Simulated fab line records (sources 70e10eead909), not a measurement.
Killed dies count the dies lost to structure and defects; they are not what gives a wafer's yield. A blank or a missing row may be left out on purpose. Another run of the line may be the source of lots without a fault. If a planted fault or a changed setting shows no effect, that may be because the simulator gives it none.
Chamber matching    flow nand harc    NHARC_A_SGD_CUT_ETCHBACK_24 on rie diel-08: 4 sister chambers
The step etches the open film in CH3F/O2, target depth 50 nm, time 92.857 s. 14 wafers are shown with their chamber, then 7 later ones without.

## WAFERS WITH THEIR CHAMBER
wafer   chamber  showerhead plenum p Torr (Torr)  drypump motor current A (A)  rf vpp V (V)
L074.2  2        2.56                             5.5                          246.5
L074.5  2        2.56                             5.5                          243.8
L074.6  3        2.32                             5.2                          242.9
L078.1  0        2.28                             4.9                          241.0
L078.2  1        2.32                             5.8                          242.5
L078.3  3        2.32                             5.1                          242.4
L082.2  2        2.56                             5.5                          245.7
L082.3  1        2.32                             5.8                          243.1
L082.4  0        2.28                             4.8                          241.2
L085.1  1        2.31                             5.9                          242.3
L085.4  2        2.56                             5.5                          245.6
L085.6  1        2.32                             5.9                          242.9
L089.3  0        2.28                             4.9                          241.7
L089.4  3        2.31                             5.1                          243.1

SIGNATURES, as means of the wafers listed above
reading                   chamber 0  chamber 1  chamber 2  chamber 3  scatter within a chamber
showerhead plenum p Torr  2.2800     2.3175     2.5600     2.3167     0.00376
drypump motor current A   4.867      5.850      5.500      5.133      0.0483
rf vpp V                  241.300    242.700    245.400    242.800    0.694
Rule: for a wafer and a chamber, the distance is found by dividing, reading by reading, the gap between the wafer's reading and the chamber's mean by the reading's scatter, squaring, summing and taking the root. If the next closest chamber is less than 2 further off than the closest, the wafer can't be placed; otherwise it belongs to the closest. How the scatter is found: for the shown wafers, subtract from each reading the mean of its chamber, square and add these, divide the total by (wafers less chambers), then take the root.

## WAFERS WITH NO CHAMBER GIVEN
wafer   showerhead plenum p Torr (Torr)  drypump motor current A (A)  rf vpp V (V)
L089.6  2.31                             5.1                          242.4
L090.2  2.31                             5.1                          241.2
L090.4  2.28                             4.9                          241.8
L090.5  2.31                             5.1                          241.8
L095.2  2.31                             5.8                          243.0
L095.3  2.31                             5.1                          241.2
L095.6  2.31                             5.8                          242.7

## EACH ONE'S CHAMBER
wafer   from the rows above  in truth
L089.6  3                    3
L090.2  3                    3
L090.4  0                    0
L090.5  3                    3
L095.2  1                    1
L095.3  3                    3
L095.6  1                    1
Correct placement for 7 of the 7. Not placeable from these rows: 0. Wrongly placed: 0.
